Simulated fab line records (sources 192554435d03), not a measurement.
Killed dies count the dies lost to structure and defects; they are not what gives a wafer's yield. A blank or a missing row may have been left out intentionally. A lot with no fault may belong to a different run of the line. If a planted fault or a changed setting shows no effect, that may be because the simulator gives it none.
Split-lot study -- flow n5-finfet -- 7 lots, 21 wafers read, on a route of 1938 steps

== ON THE SPLIT ==
At N5_BEOL_M11_ETCH_62 (etches SOC in N2/H2, target depth 110 nm, overetch 22 nm, time 165 s), the setting time-s was moved away from the recipe's 165 s on 10 of the 21 wafers read, by -21.3% to +19.6%. This setting was run at the recipe's value on the other wafers.

The reading comes from the split's own step.

== THE READING ==
SiARC_of_BEOL_M11_COAT_60.thk-nm (the simulator's own value, which no gauge read), in nm, at N5_BEOL_M11_ETCH_62 (etches SOC in N2/H2, target depth 110 nm, overetch 22 nm, time 165 s). There is no usual value for it anywhere in the file. Here, 11 wafers ran the recipe; their average is 23.6 nm with a standard deviation of 0.14 nm.

wafer,"tool, chamber at the split","time-s as run, s",against the recipe,"SiARC_of_BEOL_M11_COAT_60.thk-nm, nm",against lot-mates on the recipe
L074.1,"rie-diel-02, 0",165,recipe,23.6,-
L074.3,"rie-diel-02, 3",129.9,-21.3%,24.8,+1.2
L074.4,"rie-diel-02, 1",129.9,-21.3%,25,+1.4
L077.1,"rie-diel-04, 1,2",140.3,-15.0%,24.6,+1.0
L077.5,"rie-diel-04, 1,2",140.3,-15.0%,24.6,+1.0
L077.4,"rie-diel-04, 0",165,recipe,23.6,-
L079.2,"rie-diel-01, 2",165,recipe,23.8,-
L079.3,"rie-diel-01, 0,1",165,recipe,23.4,-
L079.6,"rie-diel-01, 0,1",165,recipe,23.4,-
L076.1,"rie-diel-04, 3",165,recipe,23.6,-
L076.2,"rie-diel-04, 0",165,recipe,23.4,-
L076.5,"rie-diel-04, 2",165,recipe,23.8,-
L084.1,"rie-diel-01, 0",165,recipe,23.4,-
L084.3,"rie-diel-01, 3",155.5,-5.8%,24,+0.6
L084.4,"rie-diel-01, 1",155.5,-5.8%,23.8,+0.4
L090.1,"rie-diel-01, 3",142.1,-13.9%,24.6,+1.0
L090.2,"rie-diel-01, 2",165,recipe,23.6,-
L090.6,"rie-diel-01, 0",142.1,-13.9%,24.4,+0.8
L091.1,"rie-diel-01, 0",165,recipe,23.6,-
L091.3,"rie-diel-01, 3",197.4,+19.6%,22.8,-0.8
L091.6,"rie-diel-01, 2",197.4,+19.6%,22.6,-1.0
Rows listing several chambers each stand for several wafers; the file does not say which wafer went through which chamber.

FIT RESULTS
A straight line over all 21 wafers: SiARC_of_BEOL_M11_COAT_60.thk-nm changes by -0.057 nm for each +1% of time-s; r = -0.97; the points scatter about the line by 0.16 nm.
The same after taking each lot's own level away (the mean of its wafers on the recipe; 21 wafers): -0.0568 nm for each +1%; r = -0.97; scatter 0.15 nm.
That fit puts the effect of the largest move of time-s on the reading at 1.2 nm.
Across the lots, their own levels run from 23.40 to 23.60 nm, a range of 1.4 times the standard deviation given above.
Hence the lot-to-lot level has little effect on the slope; both slopes agree.
Check: for one of the wafers moved furthest among these (-21.3%), held out of the fit, the line's prediction against its lot-mates is +1.3 nm. It came out at +1.2 nm against them.

== OTHER SPLITS APPLIED TO THESE WAFERS ==
These wafers also went through other splits before the reading. Each is held against what the fit with the lots' levels taken away leaves over:
other split on the same wafers,wafers away from the commonest value,r with SiARC_of_BEOL_M11_COAT_60.thk-nm (lot level and that fit taken away)
N5_BEOL_M10_EXPOSE_08 dose-mj,4,-0.36

== THE WHOLE CHAIN: every reading that the file lists as answering this split, in the file's order ==
step,what it does,reading,change (the file's fit),r (the file's)
N5_BEOL_M11_ETCH_62,"etches SOC in N2/H2, target depth 110 nm, overetch 22 nm, time 165 s","SiARC_of_BEOL_M11_COAT_60.thk-nm (the simulator's own value, which no gauge read)",-0.0587 nm for each +1% of the setting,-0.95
N5_BEOL_M11_HM_OPEN_17,"chemistry Cl2/BCl3, target TiN, target depth 20 nm, overetch 6 nm","etch.depth-nm (the simulator's own value, which no gauge read)","not straight: 19.87 at the lowest setting, 19.99 at the recipe, 16.97 at the highest",not given

== FILE'S OWN FIT ==
SiARC_of_BEOL_M11_COAT_60.thk-nm changes by -0.0587 nm for each +1% of time-s, r = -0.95.
